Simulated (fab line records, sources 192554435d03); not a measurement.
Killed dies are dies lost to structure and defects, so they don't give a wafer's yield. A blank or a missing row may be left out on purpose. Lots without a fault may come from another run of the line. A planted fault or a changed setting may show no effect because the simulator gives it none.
Chamber matching | flow n5_finfet | N5_BEOL_M11_CMP_52 on cmp-04: 4 sister chambers
The step polishes, stops on SiCOH lowk, t overpolish 7 s, target thk 140 nm. 18 wafers are shown with their chamber, then 9 later ones without.

WAFERS WITH THEIR CHAMBER
wafer  | chamber | motor_current_A (A) | time_to_endpoint_s (s) | barrier_field_endpoint_s (s)
L077.2 | 3       | 6.8                 | 64.5                   | 28.7
L077.4 | 1       | 6.0                 | 69.6                   | 29.9
L077.5 | 3       | 6.6                 | 66.6                   | 28.6
L078.1 | 2       | 5.7                 | 69.1                   | 28.8
L078.3 | 3       | 6.9                 | 63.1                   | 28.3
L078.4 | 0       | 7.4                 | 68.5                   | 29.3
L079.1 | 1       | 6.2                 | 75.1                   | 29.5
L079.3 | 2       | 6.2                 | 65.7                   | 28.9
L079.4 | 3       | 6.6                 | 68.4                   | 29.6
L083.4 | 1       | 6.2                 | 69.9                   | 29.4
L083.5 | 0       | 7.0                 | 67.0                   | 29.3
L083.6 | 3       | 6.6                 | 61.7                   | 28.4
L084.3 | 3       | 6.8                 | 65.3                   | 28.6
L084.4 | 2       | 6.0                 | 67.1                   | 29.6
L084.5 | 3       | 7.0                 | 65.6                   | 28.9
L087.1 | 3       | 7.1                 | 65.4                   | 28.1
L087.3 | 2       | 6.0                 | 64.7                   | 28.1
L087.6 | 1       | 6.4                 | 70.1                   | 29.2

SIGNATURES (means of the wafers above)
reading                  | chamber 0 | chamber 1 | chamber 2 | chamber 3 | scatter within a chamber
motor_current_A          | 7.200     | 6.200     | 5.975     | 6.800     | 0.198
time_to_endpoint_s       | 67.750    | 71.175    | 66.650    | 65.075    | 2.11
barrier_field_endpoint_s | 29.300    | 29.500    | 28.850    | 28.650    | 0.451
Rule: a wafer's distance from a chamber is the root of the sum, over the readings, of the square of ((its reading less the chamber's mean) divided by the reading's scatter). The wafer belongs to the nearest chamber; if the next one is less than 2 further off, it can't be placed. The scatter: the root of (the sum of the squares of (reading less its chamber's mean) over the shown wafers, divided by (wafers less chambers)).

WAFERS WITHOUT THEIR CHAMBER
wafer  | motor_current_A (A) | time_to_endpoint_s (s) | barrier_field_endpoint_s (s)
L086.1 | 5.7                 | 67.8                   | 28.9
L086.3 | 6.7                 | 67.2                   | 28.9
L086.5 | 6.2                 | 70.2                   | 29.7
L090.1 | 5.7                 | 68.1                   | 28.3
L090.3 | 6.1                 | 68.3                   | 28.9
L090.5 | 6.6                 | 65.7                   | 28.0
L092.2 | 7.0                 | 67.1                   | 28.6
L092.3 | 7.0                 | 69.1                   | 30.2
L092.6 | 7.2                 | 69.0                   | 30.2

WHICH CHAMBER EACH WENT THROUGH
wafer  | from the rows above     | in truth
L086.1 | can't be placed: 2 or 1 | 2
L086.3 | can't be placed: 3 or 0 | 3
L086.5 | 1                       | 1
L090.1 | can't be placed: 2 or 1 | 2
L090.3 | can't be placed: 2 or 1 | 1
L090.5 | can't be placed: 3 or 2 | 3
L092.2 | can't be placed: 3 or 0 | 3
L092.3 | can't be placed: 0 or 3 | 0
L092.6 | 0                       | 0
Placed correctly: 2 of 9. Can't be placed from these rows: 7 (the true chamber is among the candidates in 7). Placed wrongly: 0.
